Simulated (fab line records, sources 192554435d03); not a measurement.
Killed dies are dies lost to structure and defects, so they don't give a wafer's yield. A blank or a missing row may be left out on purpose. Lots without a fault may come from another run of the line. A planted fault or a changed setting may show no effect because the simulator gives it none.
A struck lot beside a sound one | flow n5_finfet | 19 steps out of a route of 1938
Sound: wafers L192.1, L192.2, L192.3. Struck: wafers L190.2, L190.3, L190.6. The cause comes at the end.
At each step with rows: each side's tool, then ch and its chambers, then its first start. Under that, the readings that differ: sound wafers | struck wafers | difference of the means | sigmas: that difference in standard deviations of wafers without a fault.
alike: readings whose means differ by less than 2 such deviations, and words and numbers that are the same on both sides. not compared: withheld readings, readings that some wafer has no value for, bounds like >300 that may hide the same value, and numbers for which the record gives no deviation and whose values overlap.
The two part at a step that has a row with sigmas, a row that says differs or no value, or rows on one side only. Numbers that don't overlap but have no deviation are shown without sigmas and don't part them. A reading that every wafer of one side lacks parts them only if that side has two wafers or more.

N5_BEOL_M14_CMP_49: polishes, stops on SiO2, t overpolish 5.2 s, target thk 560 nm.
  sound on cmp-01 ch 1,2,3, day 14 06:32; struck on cmp-02 ch 0,2,3, day 14 06:20
  alike: barrier_field_endpoint_s, clearing_platen_rpm, motor_current_A, overpolish_run_s, time_to_endpoint_s
  not compared: pad_life_wafers
N5_BEOL_M14_THK_MEAS_50: measures by xrf.
  sound on film_metro-02, day 14 06:50; struck on film_metro-02, day 14 06:34
  alike: M14_THK
then, 1 step without rows for these wafers: N5_BEOL_M14_PRE_CLEAN_52 (time 15 s).
N5_BEOL_M14_DEP_53: deposits SiCN from 3MS/NH3, target thk 50 nm, time 17.8 s.
  sound on pecvd-04 ch 0,1,2, day 14 06:53; struck on pecvd-01 ch 0,1, day 14 06:37
  alike: showerhead_plenum_p_Torr, throttle_valve_pct
N5_BEOL_M14_RS_MEAS_54: measures by four-point-probe.
  sound on film_metro-02, day 14 06:58; struck on film_metro-01, day 14 06:41
  alike: M14_RS
N5_BEOL_M14_INSPECT_55: inspects for defects (darkfield).
  sound on defect_inspect-01, day 14 06:59; struck on defect_inspect-01, day 14 06:43
  reading          | sound    | struck    | difference | sigmas
  raw_defect_count | 42 41 38 | 115 69 85 | +49        | +2
N5_BEOL_M15_ILD_DEP_00: deposits SiO2 from TEOS/O2, target thk 1629.3 nm, time 346.1 s.
  sound on pecvd-03 ch 0,1,2, day 14 07:01; struck on pecvd-03 ch 0,1, day 14 06:45
  alike: heater_power_w, showerhead_plenum_p_Torr, throttle_valve_pct
N5_BEOL_M15_THK_MEAS_01:
  sound on film_metro-01, day 14 07:16; struck on film_metro-01, day 14 07:00
  alike: M15_ILD_THK
then, 4 steps without rows for these wafers: N5_BEOL_M15_COAT_58 (time 60 s, resist thk 89 nm); N5_BEOL_M15_COAT_04 (resist thk 800 nm); N5_BEOL_M15_EBR_06; N5_BEOL_M15_SOFTBAKE_05 (time 60 s).
N5_BEOL_M15_EXPOSE_07: exposes mask V14.
  sound on krf_scanner-01 ch 0, day 14 07:32; struck on krf_scanner-02 ch 0, day 14 07:08
  reading              | sound             | struck            | difference | sigmas
  exposure_dose_mJ_cm2 | 41.18 41.23 41.17 | 40.15 40.15 40.10 | -1.06      | -29
  alike: mask
then, 3 steps without rows for these wafers: N5_BEOL_M15_PEB_08 (peb time 90 s); N5_BEOL_M15_DEVELOP_09 (develop time 45 s); N5_BEOL_M15_HARDBAKE_14 (time 120 s).
N5_BEOL_M15_CD_MEAS_10: target cd 360 nm.
  sound on cd_sem-01 ch 0, day 14 07:42; struck on cd_sem-02 ch 0, day 14 07:18
  reading    | sound             | struck            | difference | sigmas
  cd_nm (nm) | 358.1 359.9 359.8 | 355.1 353.4 355.6 | -4.6       | -4
N5_BEOL_M15_OVL_MEAS_11:
  sound on overlay-01 ch 0, day 14 07:44; struck on overlay-02 ch 0, day 14 07:20
  reading      | sound   | struck | difference | sigmas
  V14_OVL (nm) | -8 -3 4 | 6 6 12 | +10        | +2
then, 1 step without rows for these wafers: N5_PASSIVATION_PROBE_49.

WHERE THEY PART
First at N5_BEOL_M14_INSPECT_55; last, within this record, at N5_BEOL_M15_OVL_MEAS_11.

WHY: what the simulator had put in
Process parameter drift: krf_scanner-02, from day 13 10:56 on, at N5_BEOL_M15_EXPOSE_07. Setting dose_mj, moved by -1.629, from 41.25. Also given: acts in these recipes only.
